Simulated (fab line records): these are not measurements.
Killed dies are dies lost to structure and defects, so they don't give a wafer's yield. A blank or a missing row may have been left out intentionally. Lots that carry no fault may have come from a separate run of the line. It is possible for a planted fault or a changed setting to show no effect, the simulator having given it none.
Which of the tools did it?	flow nand-harc	24 lots with 72 wafers sampled at 6 steps, on a route of 1302 steps

## WHAT THE GAUGES SHOWED, per wafer
Not one reading of a measure or inspect step in the record can be checked against a usual standard deviation.

## TOOL THAT RAN EACH LOT (tool first, then ch and the chambers of the sampled wafers, then the start)
lot	NHARC_A_STAIRCASE_ETCH_13	NHARC_A_STAIRCASE_TRIM_18	NHARC_A_STAIRCASE_ETCH_19	NHARC_A_STAIRCASE_ETCH_23	NHARC_A_STAIRCASE_ETCH_192	NHARC_A_STAIRCASE_ETCH_194
L075	rie-diel-07 ch 2,3, no start	rie-diel-07 ch 0,2,3, no start	rie-diel-07 ch 0,2, no start	rie-diel-07 ch 0,2,3, no start	rie-diel-07 ch 1,3, no start	rie-diel-07 ch 1,3, no start
L074	rie-diel-03 ch 1,2, no start	rie-diel-03 ch 0,1,3, no start	rie-diel-03 ch 0,2,3, no start	rie-diel-07 ch 1,2, no start	rie-diel-03 ch 0,3, no start	rie-diel-03 ch 0,2,3, no start
L077	rie-diel-13 ch 1,2,3, no start	rie-diel-13 ch 0,2,3, no start	rie-diel-13 ch 0,2,3, no start	rie-diel-07 ch 0,1,3, no start	rie-diel-07 ch 0,1,3, no start	rie-diel-07 ch 1,2,3, no start
L076	rie-diel-03 ch 1,3, no start	rie-diel-03 ch 0,1,3, no start	rie-diel-03 ch 2,3, no start	rie-diel-07 ch 0,1,2, no start	rie-diel-13 ch 1,3, no start	rie-diel-13 ch 0,1,3, no start
L078	rie-diel-13 ch 0,2,3, no start	rie-diel-13 ch 0,1, no start	rie-diel-13 ch 0,2, no start	rie-diel-07 ch 0,3, no start	rie-diel-03 ch 0,2,3, no start	rie-diel-03 ch 0,2, no start
L080	rie-diel-13 ch 0,1, no start	rie-diel-13 ch 0,1,2, no start	rie-diel-13 ch 0,1,2, no start	rie-diel-13 ch 1,2,3, no start	rie-diel-07 ch 0,1,2, no start	rie-diel-07 ch 1,2, no start
L079	rie-diel-03 ch 1,2, no start	rie-diel-03 ch 0,2,3, no start	rie-diel-03 ch 1,2,3, no start	rie-diel-03 ch 0,1,2, no start	rie-diel-13 ch 0,3, no start	rie-diel-13 ch 1,2,3, no start
L082	rie-diel-07 ch 0,2,3, no start	rie-diel-07 ch 0,1,3, no start	rie-diel-07 ch 0,3, no start	rie-diel-07 ch 1,2, no start	rie-diel-03 ch 1,2,3, no start	rie-diel-03 ch 2,3, no start
L081	rie-diel-13 ch 0,1,3, no start	rie-diel-13 ch 0,1, no start	rie-diel-13 ch 0,3, no start	rie-diel-13 ch 1,3, no start	rie-diel-07 ch 0,1, no start	rie-diel-07 ch 1,3, no start
L083	rie-diel-13 ch 0,1,3, no start	rie-diel-13 ch 0,2,3, no start	rie-diel-13 ch 2,3, no start	rie-diel-03 ch 2,3, no start	rie-diel-07 ch 2,3, no start	rie-diel-07 ch 0,1, no start
L085	rie-diel-07 ch 1,3, no start	rie-diel-07 ch 0,1, no start	rie-diel-07 ch 1,2, no start	rie-diel-07 ch 0,1,2, no start	rie-diel-03 ch 1,2,3, no start	rie-diel-03 ch 1,3, no start
L084	rie-diel-13 ch 0,2, no start	rie-diel-13 ch 1,3, no start	rie-diel-13 ch 2,3, no start	rie-diel-07 ch 0,1,2, no start	rie-diel-13 ch 0,1,2, no start	rie-diel-13 ch 0,2, no start
L086	rie-diel-07 ch 0,1,3, no start	rie-diel-07 ch 0,1,2, no start	rie-diel-07 ch 2,3, no start	rie-diel-07 ch 1,2, no start	rie-diel-03 ch 0,1,3, no start	rie-diel-03 ch 0,1, no start
L087	rie-diel-07 ch 1,2,3, no start	rie-diel-07 ch 1,2,3, no start	rie-diel-07 ch 1,2,3, no start	rie-diel-03 ch 0,1,2, no start	rie-diel-03 ch 0,1,3, no start	rie-diel-03 ch 0,1,2, no start
L088	rie-diel-03 ch 1,2, no start	rie-diel-03 ch 0,2,3, no start	rie-diel-03 ch 0,1,2, no start	rie-diel-03 ch 0,2,3, no start	rie-diel-07 ch 0,1,3, no start	rie-diel-07 ch 2,3, no start
L089	rie-diel-07 ch 1,3, no start	rie-diel-07 ch 1,3, no start	rie-diel-07 ch 0,2,3, no start	rie-diel-07 ch 1,2,3, no start	rie-diel-13 ch 0,2,3, no start	rie-diel-13 ch 1,3, no start
L090	rie-diel-13 ch 0,2,3, no start	rie-diel-13 ch 0,1,3, no start	rie-diel-13 ch 0,2,3, no start	rie-diel-03 ch 1,2,3, no start	rie-diel-03 ch 0,1,3, no start	rie-diel-03 ch 0,1,2, no start
L091	rie-diel-07 ch 0,2,3, no start	rie-diel-07 ch 2,3, no start	rie-diel-07 ch 0,1,2, no start	rie-diel-13 ch 0,2,3, no start	rie-diel-07 ch 1,2, no start	rie-diel-07 ch 0,1, no start
L093	rie-diel-13 ch 0,1,2, no start	rie-diel-13 ch 0,2,3, no start	rie-diel-13 ch 0,1,3, no start	rie-diel-13 ch 0,1,2, no start	rie-diel-13 ch 1,2,3, no start	rie-diel-13 ch 1,2,3, no start
L092	rie-diel-07 ch 1,2,3, no start	rie-diel-07 ch 0,1,3, no start	rie-diel-07 ch 0,3, no start	rie-diel-07 ch 1,2, no start	rie-diel-13 ch 0,1,2, no start	rie-diel-13 ch 0,1,3, no start
L094	rie-diel-07 ch 0,2,3, no start	rie-diel-07 ch 2,3, no start	rie-diel-07 ch 0,2,3, no start	rie-diel-13 ch 1,2,3, no start	rie-diel-07 ch 0,3, no start	rie-diel-07 ch 1,2,3, no start
L095	rie-diel-03 ch 0,2, no start	rie-diel-03 ch 0,1,2, no start	rie-diel-03 ch 0,1,3, no start	rie-diel-07 ch 0,2,3, no start	rie-diel-13 ch 0,3, no start	rie-diel-13 ch 0,2,3, no start
L096	rie-diel-03 ch 0,1, no start	rie-diel-03 ch 1,2,3, no start	rie-diel-03 ch 0,1,3, no start	rie-diel-03 ch 2,3, no start	rie-diel-13 ch 0,3, no start	rie-diel-13 ch 1,3, no start
L097	rie-diel-03 ch 0,1,2, no start	rie-diel-03 ch 0,2, no start	rie-diel-03 ch 0,1, no start	rie-diel-03 ch 0,1,3, no start	rie-diel-13 ch 1,2, no start	rie-diel-13 ch 0,2,3, no start
- NHARC_A_STAIRCASE_ETCH_13: etches the open film in C4F8/O2, target depth 100 nm, time 40.5 s.
- NHARC_A_STAIRCASE_TRIM_18: chemistry O2, time 211.2 s.
- NHARC_A_STAIRCASE_ETCH_19: etches the open film in C4F8/O2, target depth 100 nm, time 40.5 s.
- NHARC_A_STAIRCASE_ETCH_23: etches the open film in C4F8/O2, target depth 100 nm, time 40.5 s.
- NHARC_A_STAIRCASE_ETCH_192: etches the open film in C4F8/O2, target depth 100 nm, time 40.5 s.
- NHARC_A_STAIRCASE_ETCH_194: etches the open film in C4F8/O2, target depth 100 nm, time 40.5 s.

## AS READ BY THE TOOLS THEMSELVES (means over the sampled wafers that have a number; for cases with no such wafer, the mark the record gives instead)
NHARC_A_STAIRCASE_ETCH_13. Usual: oes-product-au 0.948 a.u., standard deviation 0.013; rf-vpp-V 896 V, standard deviation 5.2.
lot	tool	oes-product-au (a.u.)	rf-vpp-V (V)	flag
L075	rie-diel-07	0.939	891	
L074	rie-diel-03	0.928	894	
L077	rie-diel-13	0.940	899	
L076	rie-diel-03	0.954	896	
L078	rie-diel-13	0.938	898	
L080	rie-diel-13	0.944	899	
L079	rie-diel-03	0.935	895	
L082	rie-diel-07	0.958	891	
L081	rie-diel-13	0.946	900	
L083	rie-diel-13	0.929	901	
L085	rie-diel-07	0.934	890	
L084	rie-diel-13	0.955	895	
L086	rie-diel-07	0.967	900	
L087	rie-diel-07	0.952	900	
L088	rie-diel-03	0.948	893	
L089	rie-diel-07	0.961	904	
L090	rie-diel-13	0.954	896	
L091	rie-diel-07	0.948	896	
L093	rie-diel-13	0.948	898	
L092	rie-diel-07	0.960	899	
L094	rie-diel-07	0.966	896	
L095	rie-diel-03	0.957	889	
L096	rie-diel-03	0.956	891	
L097	rie-diel-03	0.953	890	

NHARC_A_STAIRCASE_TRIM_18. Usual: drypump-motor-current-A 5.9 A, standard deviation 0.43; oes-product-au 1.004 a.u., standard deviation 0.0098; rf-vpp-V 57.8 V, standard deviation 0.78; showerhead-plenum-p-Torr 3.52 Torr, standard deviation 0.14; throttle-valve-pct 17.037 %, standard deviation 0.0093.
lot	tool	drypump-motor-current-A (A)	oes-product-au (a.u.)	rf-vpp-V (V)	showerhead-plenum-p-Torr (Torr)	throttle-valve-pct (%)	flag
L075	rie-diel-07	5.8	1.002	57.0	3.39	17.038	
L074	rie-diel-03	5.8	0.995	58.1	3.46	17.034	
L077	rie-diel-13	5.8	1.005	57.5	3.56	17.038	
L076	rie-diel-03	5.8	0.993	58.3	3.46	17.036	
L078	rie-diel-13	5.4	1.004	57.4	3.65	17.039	
L080	rie-diel-13	5.5	0.999	58.2	3.60	17.037	
L079	rie-diel-03	6.2	1.004	57.4	3.44	17.045	
L082	rie-diel-07	6.0	1.004	57.8	3.46	17.031	
L081	rie-diel-13	5.4	0.995	58.6	3.68	17.035	
L083	rie-diel-13	5.8	1.004	57.6	3.55	17.043	
L085	rie-diel-07	6.3	0.995	57.8	3.58	17.034	
L084	rie-diel-13	5.7	1.001	57.9	3.68	17.047	
L086	rie-diel-07	6.1	1.007	58.5	3.49	17.033	
L087	rie-diel-07	6.1	1.006	57.3	3.62	17.033	
L088	rie-diel-03	6.2	1.016	57.5	3.43	17.031	
L089	rie-diel-07	6.0	1.010	58.3	3.75	17.038	
L090	rie-diel-13	5.7	1.002	58.2	3.62	17.027	
L091	rie-diel-07	5.8	1.013	58.3	3.67	17.041	
L093	rie-diel-13	5.9	0.992	57.6	3.53	17.029	
L092	rie-diel-07	6.0	1.015	57.5	3.61	17.033	
L094	rie-diel-07	5.8	1.012	57.8	3.54	17.037	
L095	rie-diel-03	5.9	1.000	57.7	3.40	17.035	
L096	rie-diel-03	5.8	1.005	58.2	3.47	17.034	
L097	rie-diel-03	6.3	1.015	57.2	3.34	17.039	

NHARC_A_STAIRCASE_ETCH_19. Usual: oes-product-au 0.945 a.u., standard deviation 0.011; rf-vpp-V 895 V, standard deviation 5.3.
lot	tool	oes-product-au (a.u.)	rf-vpp-V (V)	flag
L075	rie-diel-07	0.945	894	
L074	rie-diel-03	0.946	893	
L077	rie-diel-13	0.959	897	
L076	rie-diel-03	0.938	896	
L078	rie-diel-13	0.924	896	
L080	rie-diel-13	0.950	898	
L079	rie-diel-03	0.944	896	
L082	rie-diel-07	0.935	888	
L081	rie-diel-13	0.945	898	
L083	rie-diel-13	0.950	896	
L085	rie-diel-07	0.953	896	
L084	rie-diel-13	0.940	896	
L086	rie-diel-07	0.958	896	
L087	rie-diel-07	0.955	900	
L088	rie-diel-03	0.947	892	
L089	rie-diel-07	0.947	896	
L090	rie-diel-13	0.947	896	
L091	rie-diel-07	0.951	894	
L093	rie-diel-13	0.929	899	
L092	rie-diel-07	0.950	901	
L094	rie-diel-07	0.958	895	
L095	rie-diel-03	0.947	892	
L096	rie-diel-03	0.944	891	
L097	rie-diel-03	0.938	891	

NHARC_A_STAIRCASE_ETCH_23. Usual: oes-product-au 0.948 a.u., standard deviation 0.012; rf-vpp-V 895 V, standard deviation 4.9.
lot	tool	oes-product-au (a.u.)	rf-vpp-V (V)	flag
L075	rie-diel-07	0.939	891	
L074	rie-diel-07	0.944	899	
L077	rie-diel-07	0.943	893	
L076	rie-diel-07	0.945	896	
L078	rie-diel-07	0.941	888	
L080	rie-diel-13	0.939	898	
L079	rie-diel-03	0.933	893	
L082	rie-diel-07	0.939	898	
L081	rie-diel-13	0.946	901	
L083	rie-diel-03	0.946	895	
L085	rie-diel-07	0.956	895	
L084	rie-diel-07	0.941	895	
L086	rie-diel-07	0.957	897	
L087	rie-diel-03	0.946	892	
L088	rie-diel-03	0.952	892	
L089	rie-diel-07	0.960	899	
L090	rie-diel-03	0.956	895	
L091	rie-diel-13	0.955	897	
L093	rie-diel-13	0.944	898	
L092	rie-diel-07	0.938	894	
L094	rie-diel-13	0.951	897	
L095	rie-diel-07	0.969	896	
L096	rie-diel-03	0.950	894	
L097	rie-diel-03	0.963	892	

NHARC_A_STAIRCASE_ETCH_192. Usual: oes-product-au 0.948 a.u., standard deviation 0.012; rf-vpp-V 895 V, standard deviation 4.7.
lot	tool	oes-product-au (a.u.)	rf-vpp-V (V)	flag
L075	rie-diel-07	0.939	896	
L074	rie-diel-03	0.932	894	
L077	rie-diel-07	0.947	894	
L076	rie-diel-13	0.947	902	
L078	rie-diel-03	0.947	893	
L080	rie-diel-07	0.964	896	
L079	rie-diel-13	0.944	897	
L082	rie-diel-03	0.952	894	
L081	rie-diel-07	0.959	898	
L083	rie-diel-07	0.952	889	
L085	rie-diel-03	0.943	895	
L084	rie-diel-13	0.939	898	
L086	rie-diel-03	0.950	893	
L087	rie-diel-03	0.955	893	
L088	rie-diel-07	0.959	899	
L089	rie-diel-13	0.951	896	
L090	rie-diel-03	0.954	893	
L091	rie-diel-07	0.951	898	
L093	rie-diel-13	0.941	898	
L092	rie-diel-13	0.938	898	
L094	rie-diel-07	0.962	902	
L095	rie-diel-13	0.940	896	
L096	rie-diel-13	0.945	896	
L097	rie-diel-13	0.933	900	

NHARC_A_STAIRCASE_ETCH_194. Usual: oes-product-au 0.947 a.u., standard deviation 0.013; rf-vpp-V 896 V, standard deviation 4.6.
lot	tool	oes-product-au (a.u.)	rf-vpp-V (V)	flag
L075	rie-diel-07	0.943	892	
L074	rie-diel-03	0.943	894	
L077	rie-diel-07	0.956	894	
L076	rie-diel-13	0.943	901	
L078	rie-diel-03	0.953	893	
L080	rie-diel-07	0.965	898	
L079	rie-diel-13	0.935	899	
L082	rie-diel-03	0.954	896	
L081	rie-diel-07	0.949	896	
L083	rie-diel-07	0.929	898	
L085	rie-diel-03	0.927	896	
L084	rie-diel-13	0.942	896	
L086	rie-diel-03	0.959	892	
L087	rie-diel-03	0.968	892	
L088	rie-diel-07	0.963	897	
L089	rie-diel-13	0.948	901	
L090	rie-diel-03	0.953	892	
L091	rie-diel-07	0.958	894	
L093	rie-diel-13	0.939	898	
L092	rie-diel-13	0.932	899	
L094	rie-diel-07	0.956	899	
L095	rie-diel-13	0.937	896	
L096	rie-diel-13	0.936	898	
L097	rie-diel-13	0.931	895	

## THE ANSWER, worked out from the rows above alone
Rule: take the mean of a lot's wafers that have a number; if it is more than 3 standard deviations from the usual mean, the lot is off. Also off: a lot with no number at a reading for which 4 or more lots have one. Where the step has rows for the other lots, those lots are counted as sound. Order of review: gauges by route order, followed by the tools' own readings, for which a lot's mean as printed above is used. The first step at which some lot is off is used, and at that step the reading that is off furthest; a lot without a number counts as furthest.
No lot is off at any reading shown: from this, nothing can be told.

## WHAT THE SIMULATOR PUT IN
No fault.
